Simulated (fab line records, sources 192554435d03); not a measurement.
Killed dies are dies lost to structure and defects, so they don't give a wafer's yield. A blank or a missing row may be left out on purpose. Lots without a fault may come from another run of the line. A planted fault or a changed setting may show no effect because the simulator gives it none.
fab line records | flow n5_finfet
record lots=7 wafers=21
route steps=1938 shown SD_EPI_P@321 SD_ACTIVATION@330 HKMG_FIN@413 MOL_CONTACT_COAG@531 BEOL_M0_SAQP@636 BEOL_M1@778
start_h: hours from the record's first day to the start of the lot's first wafer shown | wait_h: hours since the lot's step before | " the same as in the row above | L1.1+2: a row that stands for several wafers | - no value, or no start given | * or withheld: withheld | < > ~ a bound
route shown NAME@n: a module of which the file shows steps, and the number in the route of the first | usual: mean/standard deviation of fault-free wafers | same: alike in all rows | chamber/n: place in a boat | sites: the reading at each site | _std_site: their standard deviation | _edge_site: outer sites' mean less inner sites' | radius_mm: how far each site lies from the wafer's centre | mask NAME#n: copy n | behind: the tool/chamber that last shaped the wafer | hold: why the lot was held/for how many hours/how that ended | device: the transistor (n, p or np) that didn't switch | end of line: the same wafers' tests at the end of the route | a step without rows: its recipe alone | killed: dies lost to structure and defects at the first sort, not the wafer's yield | map: a wafer's dies, x killed, . not, _ none there
set.NAME: the setting as run; set.NAME@STEP: as run at that earlier step | model.NAME: the simulator's own value behind a step, which no gauge read
lots whose settings were changed on purpose; a table a step, a row a wafer
## steps
# step N5_SD_EPI_P_EPI_21
# recipe material=SiGe:B dopant=B temp_c=550 pressure_torr=20 ambient=H2 time_s=355
# columns lot.wafer tool chamber start_h wait_h set.time_s model.SiGe-B_of_SD_EPI_P_EPI_21.thk_nm
L075.1 epi_rpcvd-01 0 65.53 0.3 402.3 68.6
L075.4 " 0 67.45 2.0 355 62.8
L075.6 " 0 68.73 3.2 355 62.4
L076.1 epi_rpcvd-04 0 68.92 0.2 355 61.4
L076.4 " 0 70.36 1.5 355 61.2
L076.6 " 0 " " 309.7 56.6
L078.1 epi_rpcvd-03 0 86.15 0.2 355 60.4
L078.2 " 0 " " 355 61.4
L078.6 " 0 88.55 2.4 402.2 66.2
L085.1 epi_rpcvd-03 0 124.17 0.2 384.6 63.8
L085.4 " 0 125.61 1.5 355 61.2
L085.5 " 0 " " 384.6 64.8
L089.3 epi_rpcvd-03 0 149.52 0.8 292.9 53.4
L089.5 " 0 " " 292.9 54
L089.6 " 0 " " 355 61.4
L093.4 epi_rpcvd-01 0 174.15 1.1 355 61.4
L093.5 " 0 " " 355 62
L093.6 " 0 " " 355 61.8
L097.3+5 epi_rpcvd-03 0 195.31 0.8 355 61
L097.6 " 0 196.39 1.8 355 60.8
# step N5_SD_EPI_P_EPI_MEAS_23
# recipe mode=xrd
# usual thk_nm=61.3/1.2
# columns lot.wafer tool chamber start_h wait_h set.time_s@SD_EPI_P_EPI_21 thk_nm
L075.1 film_metro-02 - 69.41 3.2 402.3 69.5
L075.4 " - " " 355 62.5
L075.6 " - " " 355 62.4
L076.1 film_metro-02 - 71.83 2.4 355 61.6
L076.4 " - " " 355 61.9
L076.6 " - " " 309.7 56.0
L078.1 film_metro-02 - 89.06 2.4 355 61.0
L078.2 " - " " 355 63.9
L078.6 " - " " 402.2 66.5
L085.1 film_metro-01 - 127.09 2.4 384.6 63.3
L085.4 " - " " 355 61.0
L085.5 " - " " 384.6 65.8
L089.3 film_metro-02 - 151.00 1.1 292.9 52.4
L089.5 " - " " 292.9 53.7
L089.6 " - " " 355 62.7
L093.4 film_metro-02 - 175.27 0.8 355 61.9
L093.5 " - " " 355 61.3
L093.6 " - " " 355 61.5
L097.3 film_metro-01 - 196.79 1.1 355 61.0
L097.5 " - " " 355 61.1
L097.6 " - " " 355 58.5
# step N5_SD_EPI_P_HM_STRIP_48
# recipe chemistry=H3PO4 temp_c=160 material=SiNx target=SiNx target_depth_a=30 overetch_fraction=0.3
# columns lot.wafer tool chamber start_h wait_h set.time_s@SD_EPI_P_EPI_21 model.SiGe-B_of_SD_EPI_P_EPI_21.thk_nm
L075.1 wet_bench-03 3 69.45 0.0 402.3 68.2
L075.4 " 6 " " 355 62.4
L075.6 " 7 " " 355 62
L076.1+4 wet_bench-05 4,5 71.87 0.0 355 61
L076.6 " 0 " " 309.7 56.4
L078.1 wet_bench-05 1 89.10 0.0 355 60
L078.2 " 3 " " 355 61
L078.6 " 2 " " 402.2 66
L085.1 wet_bench-02 2 127.13 0.0 384.6 63.4
L085.4 " 1 " " 355 60.8
L085.5 " 4 " " 384.6 64.6
L089.3 wet_bench-03 4 151.03 0.0 292.9 53.2
L089.5 " 2 " " 292.9 53.8
L089.6 " 5 " " 355 61
L093.4 wet_bench-02 4 175.30 0.0 355 61.2
L093.5 " 1 " " 355 61.8
L093.6 " 5 " " 355 61.4
L097.3 wet_bench-02 4 196.82 0.0 355 60.6
L097.5 " 6 " " 355 60.8
L097.6 " 0 " " 355 60.4
# step N5_SD_EPI_P_SRD_49
# recipe dry=ipa_marangoni time_s=30 temp_c=23 rinse_liquid=diw
# step N5_SD_EPI_P_PRECLEAN_24
# recipe chemistry=O3/DIW time_s=45 temp_c=22 o3_ppm=10
# step N5_SD_ACTIVATION_RTA_00
# recipe temp_c=975 time_s=0 ambient=N2 idle_temp_c=600 ramp_up_c_per_s=150 ramp_down_c_per_s=60 cool_to_c=600
# step N5_SD_ACTIVATION_LSA_01
# recipe temp_c=1080 time_s=0.0008 ambient=N2
# step N5_SD_ACTIVATION_RS_MEAS_03
# recipe thk_meas_gauge=four-point-probe
# usual RS_SD_N=21.9/0.34 RS_SD_P=55.9/0.85
# columns lot.wafer tool chamber start_h wait_h set.time_s@SD_EPI_P_EPI_21 RS_SD_N[ohm/sq] RS_SD_P[ohm/sq]
L075.1 film_metro-01 - 70.02 0.2 402.3 22.3 50.6
L075.4 " - " " 355 22.4 55.6
L075.6 " - " " 355 22.4 54.9
L076.1 film_metro-02 - 72.44 0.2 355 21.9 55.4
L076.4 " - " " 355 22.1 55.5
L076.6 " - " " 309.7 22.0 60.5
L078.1 film_metro-01 - 89.71 0.2 355 22.1 56.7
L078.2 " - " " 355 22.1 55.8
L078.6 " - " " 402.2 22.1 51.1
L085.1 film_metro-01 - 127.71 0.2 384.6 21.5 54.0
L085.4 " - " " 355 21.8 56.3
L085.5 " - " " 384.6 21.5 52.8
L089.3 film_metro-02 - 151.64 0.2 292.9 22.1 64.3
L089.5 " - " " 292.9 22.0 63.1
L089.6 " - " " 355 22.2 55.5
L093.4 film_metro-02 - 175.93 0.1 355 21.9 56.2
L093.5 " - " " 355 21.9 55.4
L093.6 " - " " 355 21.9 55.8
L097.3 film_metro-01 - 197.43 0.2 355 21.9 55.0
L097.5 " - " " 355 22.0 55.1
L097.6 " - " " 355 22.2 55.8
# step N5_HKMG_FIN_CVD_62
# recipe material=a-Si target_thk_a=30 temp_c=500 precursor=Si2H6 pressure_torr=1 time_s=20.8
# columns lot.wafer tool chamber start_h wait_h set.temp_c model.a-Si_of_HKMG_FIN_CVD_62.thk_nm
L075.1 thermal_cvd_si-02 0 85.62 0.2 507.3 3.8
L075.4+6 " 1,2 " " 507.3 3.6
L076.1 thermal_cvd_si-01 0 87.76 0.2 500 3
L076.4+6 " 1,0 " " 490.2 2.2
L078.1 thermal_cvd_si-01 1 105.24 0.2 511.1 4.2
L078.2+6 " 2,1 " " 500 3
L085.1 thermal_cvd_si-02 0 142.47 0.2 500 3
L085.4 " 1 " " 489.7 2.2
L085.5 " 2 " " 489.7 2
L089.3 thermal_cvd_si-02 2 166.90 0.2 500 3
L089.5 " 0 " " 493.1 2.6
L089.6 " 2 " " 493.1 2.4
L093.4+5+6 thermal_cvd_si-02 0,2,1 190.73 0.2 500 3
L097.3+5+6 thermal_cvd_si-02 2,2,1 212.63 0.2 500 3
# step N5_HKMG_FIN_ETCH_86
# recipe chemistry=N2/H2 target=SOC target_depth_a=3932 stop_on=TiN ion_energy_ev=100 bias_w=61 pressure_mtorr=30 source_w=850 n2_flow_sccm=200 h2_flow_sccm=200
# columns lot.wafer tool chamber start_h wait_h set.target_depth_a model.SOC_of_HKMG_FIN_COAT_85.thk_nm
L075.1 rie_diel-05 2 88.56 - 3932 22.4
L075.4+6 " 0 " " 3932 16.8
L076.1 rie_diel-01 2 90.73 - 3932 20.6
L076.4 " 1 " " 3687 37
L076.6 " 2 " " 3687 37.8
L078.1+6 rie_diel-06 3,1 108.22 - 4228 8.6
L078.2 " 1 " " 3932 18.4
L085.1 rie_diel-05 2 146.11 - 3932 23.6
L085.4+5 " 0,3 " " 4317 8.6
L089.3+5 rie_diel-01 1,0 169.77 - 4239 8.6
L089.6 " 3 " " 3932 20.4
L093.4 rie_diel-05 1 194.53 - 3932 12.6
L093.5 " 3 " " 3932 20.2
L093.6 " 0 " " 3932 17.6
L097.3+6 rie_diel-06 2 215.60 - 3932 19.6
L097.5 " 3 " " 3932 16.4
# step N5_MOL_CONTACT_COAG_ETCH_105
# recipe chemistry=CF4 target=SiARC target_depth_a=156 mask_material=CAR-EUV time_s=26 ion_energy_ev=80 pressure_mtorr=40 source_w=545 bias_w=36 Ar_flow_sccm=100 cf4_flow_sccm=100 ends=cleared
# usual rf_vpp_V=183.9/1.3
# columns lot.wafer tool chamber start_h wait_h set.bias_w rf_vpp_V
L075.1 rie_diel-01 2 100.85 0.0 36 185.5
L075.4 " 3 " " 36 183.8
L075.6 " 2 " " 39.57 196.0
L076.1 rie_diel-01 1 114.75 0.0 39.05 193.5
L076.4 " 2 " " 39.05 197.2
L076.6 " 2 " " 36 185.0
L078.1 rie_diel-05 0 120.32 0.0 36 182.6
L078.2 " 3 " " 36 182.5
L078.6 " 3 " " 36 185.5
L085.1 rie_diel-05 2 157.68 0.0 36 184.2
L085.4 " 0 " " 36 182.7
L085.5 " 0 " " 39.79 194.0
L089.3 rie_diel-01 3 180.99 0.0 36 184.3
L089.5 " 3 " " 33.38 174.5
L089.6 " 0 " " 36 184.0
L093.4 rie_diel-06 2 206.14 0.0 36 184.4
L093.5 " 2 " " 36 182.6
L093.6 " 3 " " 36 186.3
L097.3 rie_diel-06 2 226.80 0.0 36 183.4
L097.5 " 3 " " 34.27 179.1
L097.6 " 2 " " 36 183.8
# step N5_MOL_CONTACT_COAG_CONTACT_ETCH_14
# recipe chemistry=C4F6/O2 target=SiO2 target_depth_a=275 overetch_a=85 mask_material=SOC pressure_mtorr=30 source_w=370 bias_w=185 Ar_flow_sccm=300 C4F6_flow_sccm=16 O2_flow_sccm=10 time_s=20 ion_energy_ev=259.6
# usual rf_vpp_V=692/4
# columns lot.wafer tool chamber start_h wait_h set.source_w rf_vpp_V
L075.1 rie_diel-01 2 100.98 0.0 370 696
L075.4 " 3 " " 403.3 674
L075.6 " 2 " " 403.3 673
L076.1 rie_diel-01 1 114.88 0.0 326.7 719
L076.4 " 2 " " 326.7 719
L076.6 " 2 " " 370 694
L078.1 rie_diel-05 0 120.45 0.0 414.2 663
L078.2 " 3 " " 370 693
L078.6 " 3 " " 414.2 669
L085.1 rie_diel-05 2 157.81 0.0 370 688
L085.4 " 0 " " 346.2 700
L085.5 " 0 " " 370 684
L089.3 rie_diel-01 3 181.12 0.0 370 690
L089.5 " 3 " " 306.9 732
L089.6 " 0 " " 370 693
L093.4 rie_diel-06 2 206.27 0.0 370 688
L093.5 " 2 " " 370 689
L093.6 " 3 " " 370 697
L097.3 rie_diel-06 2 226.93 0.0 370 688
L097.5 " 3 " " 326.2 730
L097.6 " 2 " " 326.2 708
# step N5_MOL_CONTACT_COAG_COAT_76
# recipe resist=SiARC temp_c=220 time_s=60 spin_rpm=1500 resist_thk_nm=10
# columns lot.wafer tool chamber start_h wait_h set.spin_rpm model.SiARC_of_MOL_CONTACT_COAG_COAT_76.thk_nm
L075.1+4 litho_track-05 0 - - 1500 10
L075.6 " 0 " " 1415 10.2
L076.1+4 litho_track-04 0 - - 1500 10
L076.6 " 0 " " 1607 9.6
L078.1+2 litho_track-04 0 - - 1500 10
L078.6 " 0 " " 1415 10.2
L085.1+5 litho_track-01 0 - - 1392 10.4
L085.4 " 0 " " 1500 10
L089.3+5+6 litho_track-04 0 - - 1500 10
L093.4+5+6 litho_track-01 0 - - 1500 10
L097.3+5+6 litho_track-01 0 - - 1500 10
# step N5_MOL_CONTACT_COAG_COAT_77
# recipe resist=underlayer temp_c=205 time_s=60 spin_rpm=1500 resist_thk_nm=10
# step N5_MOL_CONTACT_COAG_COAT_78
# recipe resist=CAR-EUV spin_rpm=1500 resist_thk_nm=40
# step N5_MOL_CONTACT_COAG_DESCUM_88
# recipe chemistry=O2 time_s=7 source_power_w=50 bias_power_w=20 pressure_mtorr=20 rf_frequency_hz=2.712e+07 temp_c=40 resist=CAR-EUV o2_flow_sccm=225
# step N5_MOL_CONTACT_COAG_ETCH_89
# recipe chemistry=N2/H2 target=underlayer target_depth_a=130 mask_material=CAR-EUV time_s=10.4 ion_energy_ev=200 pressure_mtorr=30 source_w=840 bias_w=150 n2_flow_sccm=200 h2_flow_sccm=200 ends=cleared
# step N5_MOL_CONTACT_COAG_ETCH_90
# recipe chemistry=CF4 target=SiARC target_depth_a=130 mask_material=CAR-EUV time_s=21.7 ion_energy_ev=80 pressure_mtorr=40 source_w=545 bias_w=36 Ar_flow_sccm=100 cf4_flow_sccm=100 ends=cleared
# columns lot.wafer tool chamber start_h wait_h set.spin_rpm@MOL_CONTACT_COAG_COAT_76 model.etch.depth_nm
L075.1 rie_diel-06 1 111.90 0.0 1500 9.979
L075.4 " 0 " " 1500 9.987
L075.6 " 1 " " 1415 10.29
L076.1 rie_diel-05 0 123.96 0.0 1500 9.976
L076.4 " 1 " " 1500 9.995
L076.6 " 3 " " 1607 9.671
L078.1 rie_diel-06 3 132.15 0.0 1500 10.03
L078.2 " 1 " " 1500 10.02
L078.6 " 3 " " 1415 10.28
L085.1+5 rie_diel-06 1,2 167.03 0.0 1392 10.39
L085.4 " 0 " " 1500 10.01
L089.3 rie_diel-06 3 192.04 0.0 1500 9.991
L089.5 " 1 " " 1500 9.969
L089.6 " 2 " " 1500 9.959
L093.4 rie_diel-06 0 215.89 0.0 1500 10.04
L093.5 " 3 " " 1500 10.05
L093.6 " 2 " " 1500 10.07
L097.3 rie_diel-01 1 237.59 0.0 1500 9.982
L097.5 " 1 " " 1500 9.989
L097.6 " 0 " " 1500 10
# step N5_BEOL_M0_SAQP_PECVD_96
# recipe material=a-Si target_thk_a=450 temp_c=350 precursor=SiH4/He pressure_torr=3 rf_w=100 time_s=45.2
# columns lot.wafer tool chamber start_h wait_h set.time_s model.a-Si_of_BEOL_M0_SAQP_PECVD_96.thk_nm
L075.1 pecvd-03 1 119.33 0.0 51.09 49.6
L075.4+6 " 0,2 " " 51.09 50.6
L076.1 pecvd-02 2 134.21 0.0 38.66 38
L076.4 " 0 " " 45.2 45.8
L076.6 " 2 " " 38.66 38.4
L078.1 pecvd-02 0 140.79 0.0 40.75 40.4
L078.2 " 2 " " 40.75 39.8
L078.6 " 0 " " 45.2 45.8
L085.1 pecvd-01 2 175.63 0.0 45.2 44.6
L085.4 " 1 " " 51.6 51.2
L085.5 " 2 " " 51.6 52
L089.3 pecvd-03 1 200.05 0.0 45.2 44.6
L089.5 " 2 " " 45.2 44.8
L089.6 " 0 " " 41.38 41.4
L093.4 pecvd-03 1 223.46 0.0 45.2 44.6
L093.5 " 2 " " 45.2 45
L093.6 " 0 " " 45.2 45.4
L097.3 pecvd-02 2 246.05 0.0 45.2 44.8
L097.5 " 2 " " 45.2 45.4
L097.6 " 1 " " 45.2 45.8
# step N5_BEOL_M0_SAQP_CUT_ETCH_46
# recipe chemistry=N2/H2 target=SOC target_depth_a=1350 overetch_a=270 temp_c=40 time_s=202.5 ion_energy_ev=200 mask_material=SiARC pressure_mtorr=30 source_w=840 bias_w=150 n2_flow_sccm=200 h2_flow_sccm=200
# columns lot.wafer tool chamber start_h wait_h set.time_s model.SiARC_of_BEOL_M0_SAQP_COAT_72.thk_nm model.BEOL_M0_SAQP.cd_nm
L075.1 rie_diel-04 3 124.43 0.0 223.7 3.8 30.8
L075.4 " 0 " " 202.5 5 30.2
L075.6 " 3 " " 202.5 4.8 30.2
L076.1 rie_diel-02 3 141.43 0.0 202.5 4.6 29.4
L076.4 " 1 " " 202.5 4.8 30.2
L076.6 " 2 " " 235.5 3 30.6
L078.1 rie_diel-04 1 146.00 0.0 202.5 5.2 30
L078.2 " 2 " " 202.5 5 30
L078.6 " 1 " " 223.7 4.2 30.6
L085.1 rie_diel-03 0 181.04 0.0 202.5 5.4 30.2
L085.4 " 1 " " 202.5 5.6 30
L085.5 " 3 " " 242.2 3.4 31
L089.3 rie_diel-04 0 205.71 0.0 202.5 5.2 30
L089.5 " 1 " " 214.9 4.6 30.4
L089.6 " 2 " " 202.5 5 29.8
L093.4 rie_diel-02 2 228.77 0.0 202.5 4.6 29.6
L093.5 " 2 " " 202.5 4.8 29.6
L093.6 " 1 " " 202.5 4.8 30
L097.3 rie_diel-04 2 250.80 0.0 202.5 4.8 30.4
L097.5 " 3 " " 176 6 29.8
L097.6 " 2 " " 176 6.2 29.8
# step N5_BEOL_M1_COAT_68
# recipe resist=SiARC temp_c=220 time_s=60 spin_rpm=1500 resist_thk_nm=12
# columns lot.wafer tool chamber start_h wait_h set.spin_rpm
L075.1+6 litho_track-01 0 - - 1500
L075.4 " 0 " " 1448
L076.1+4+6 litho_track-02 0 - - 1500
L078.1+2+6 litho_track-02 0 - - 1500
L085.1+5 litho_track-01 0 - - 1500
L085.4 " 0 " " 1447
L089.3+6 litho_track-05 0 - - 1544
L089.5 " 0 " " 1500
L093.4+5+6 litho_track-02 0 - - 1500
L097.3+6 litho_track-02 0 - - 1500
L097.5 " 0 " " 1599
# step N5_BEOL_M1_COAT_76
# recipe resist=underlayer temp_c=205 time_s=60 spin_rpm=1500 resist_thk_nm=5
# columns lot.wafer tool chamber start_h wait_h set.spin_rpm
L075.1+4+6 litho_track-01 0 - - 1500
L076.1+4 litho_track-02 0 - - 1665
L076.6 " 0 " " 1500
L078.1+6 litho_track-02 0 - - 1500
L078.2 " 0 " " 1644
L085.1+5 litho_track-01 0 - - 1500
L085.4 " 0 " " 1406
L089.3+5 litho_track-05 0 - - 1500
L089.6 " 0 " " 1391
L093.4+5+6 litho_track-02 0 - - 1500
L097.3+6 litho_track-02 0 - - 1500
L097.5 " 0 " " 1417
# step N5_BEOL_M1_COAT_22
# recipe resist=CAR-EUV spin_rpm=1500 resist_thk_nm=30
# step N5_BEOL_M1_EBR_24
# recipe solvent=PGMEA ebr_width_mm=1.5
# step N5_BEOL_M1_DESCUM_33
# recipe chemistry=O2 time_s=7 source_power_w=50 bias_power_w=20 pressure_mtorr=20 rf_frequency_hz=2.712e+07 temp_c=40 resist=CAR-EUV o2_flow_sccm=225
# step N5_BEOL_M1_ETCH_77
# recipe chemistry=N2/H2 target=underlayer target_depth_a=65 mask_material=CAR-EUV time_s=5.2 ion_energy_ev=200 pressure_mtorr=30 source_w=840 bias_w=150 n2_flow_sccm=200 h2_flow_sccm=200 ends=cleared
# columns lot.wafer tool chamber start_h wait_h set.spin_rpm@BEOL_M1_COAT_76 model.etch.depth_nm
L075.1 rie_diel-02 0 139.32 0.0 1500 4.999
L075.4 " 3 " " 1500 5.011
L075.6 " 1 " " 1500 5.009
L076.1 rie_diel-02 3 151.25 0.0 1665 4.743
L076.4 " 1 " " 1665 4.736
L076.6 " 1 " " 1500 4.983
L078.1 rie_diel-03 1 155.69 0.0 1500 4.99
L078.2 " 3 " " 1644 4.76
L078.6 " 2 " " 1500 4.976
L085.1 rie_diel-04 2 193.86 0.0 1500 5.016
L085.4 " 0 " " 1406 5.18
L085.5 " 2 " " 1500 5.015
L089.3 rie_diel-03 1 215.74 0.0 1500 4.999
L089.5 " 0 " " 1500 5.022
L089.6 " 1 " " 1391 5.202
L093.4 rie_diel-04 2 239.29 0.0 1500 4.992
L093.5 " 3 " " 1500 4.981
L093.6 " 2 " " 1500 4.983
L097.3 rie_diel-02 3 258.51 0.0 1500 4.994
L097.5 " 2 " " 1417 5.156
L097.6 " 3 " " 1500 4.996
# step N5_BEOL_M1_ETCH_69
# recipe chemistry=CF4 target=SiARC target_depth_a=156 mask_material=CAR-EUV time_s=26 ion_energy_ev=80 pressure_mtorr=40 source_w=545 bias_w=36 Ar_flow_sccm=100 cf4_flow_sccm=100 ends=cleared
# columns lot.wafer tool chamber start_h wait_h set.spin_rpm@BEOL_M1_COAT_68 model.etch.depth_nm
L075.1 rie_diel-02 0 139.34 0.0 1500 12
L075.4 " 3 " " 1448 12.26
L075.6 " 1 " " 1500 12.02
L076.1+4+6 rie_diel-02 3,1,1 151.27 0.0 1500 11.96
L078.1 rie_diel-03 1 155.71 0.0 1500 12.04
L078.2 " 3 " " 1500 11.98
L078.6 " 2 " " 1500 12.02
L085.1 rie_diel-04 2 193.88 0.0 1500 12.01
L085.4 " 0 " " 1447 12.25
L085.5 " 2 " " 1500 12.04
L089.3 rie_diel-03 1 215.76 0.0 1544 11.76
L089.5 " 0 " " 1500 11.95
L089.6 " 1 " " 1544 11.78
L093.4 rie_diel-04 2 239.31 0.0 1500 11.98
L093.5+6 " 3,2 " " 1500 12
L097.3 rie_diel-02 3 258.53 0.0 1500 12
L097.5 " 2 " " 1599 11.65
L097.6 " 3 " " 1500 12.05
## key
split step=N5_SD_EPI_P_EPI_21 setting=time_s stated=355 by=wafer
response step=N5_SD_EPI_P_EPI_21 reading=model.SiGe-B_of_SD_EPI_P_EPI_21.thk_nm change=+0.416 per=1% r=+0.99
response step=N5_SD_EPI_P_EPI_MEAS_23 reading=thk_nm change=* per=1% r=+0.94
response step=N5_SD_EPI_P_HM_STRIP_48 reading=model.SiGe-B_of_SD_EPI_P_EPI_21.thk_nm change=+0.414 per=1% r=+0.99
response step=N5_SD_ACTIVATION_RS_MEAS_03 reading=RS_SD_P change=-0.407 per=1% r=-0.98
split step=N5_HKMG_FIN_CVD_62 setting=temp_c stated=500 by=wafer
response step=N5_HKMG_FIN_CVD_62 reading=model.a-Si_of_HKMG_FIN_CVD_62.thk_nm change=+0.454 per=1% r=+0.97
split step=N5_HKMG_FIN_ETCH_86 setting=target_depth_a stated=3932 by=wafer
response step=N5_HKMG_FIN_ETCH_86 reading=model.SOC_of_HKMG_FIN_COAT_85.thk_nm change=-1.65 per=1% r=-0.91
split step=N5_MOL_CONTACT_COAG_ETCH_105 setting=bias_w stated=36 by=wafer
response step=N5_MOL_CONTACT_COAG_ETCH_105 reading=rf_vpp_V change=+1.13 per=1% r=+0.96
split step=N5_MOL_CONTACT_COAG_CONTACT_ETCH_14 setting=source_w stated=370 by=wafer
response step=N5_MOL_CONTACT_COAG_CONTACT_ETCH_14 reading=rf_vpp_V change=-2.36 per=1% r=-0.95
split step=N5_MOL_CONTACT_COAG_COAT_76 setting=spin_rpm stated=1500 by=wafer
response step=N5_MOL_CONTACT_COAG_COAT_76 reading=model.SiARC_of_MOL_CONTACT_COAG_COAT_76.thk_nm change=-0.0479 per=1% r=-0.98
response step=N5_MOL_CONTACT_COAG_ETCH_90 reading=model.etch.depth_nm change=-0.049 per=1% r=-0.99
split step=N5_BEOL_M0_SAQP_PECVD_96 setting=time_s stated=45.2 by=wafer
response step=N5_BEOL_M0_SAQP_PECVD_96 reading=model.a-Si_of_BEOL_M0_SAQP_PECVD_96.thk_nm change=+0.507 per=1% r=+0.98
split step=N5_BEOL_M0_SAQP_CUT_ETCH_46 setting=time_s stated=202.5 by=wafer
response step=N5_BEOL_M0_SAQP_CUT_ETCH_46 reading=model.SiARC_of_BEOL_M0_SAQP_COAT_72.thk_nm change=-0.102 per=1% r=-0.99
response step=N5_BEOL_M0_SAQP_CUT_ETCH_46 reading=model.BEOL_M0_SAQP.cd_nm change=+0.0502 per=1% r=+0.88
split step=N5_BEOL_M1_COAT_68 setting=spin_rpm stated=1500 by=wafer
response step=N5_BEOL_M1_ETCH_69 reading=model.etch.depth_nm change=-0.0611 per=1% r=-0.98
split step=N5_BEOL_M1_COAT_76 setting=spin_rpm stated=1500 by=wafer
response step=N5_BEOL_M1_ETCH_77 reading=model.etch.depth_nm change=-0.0242 per=1% r=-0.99
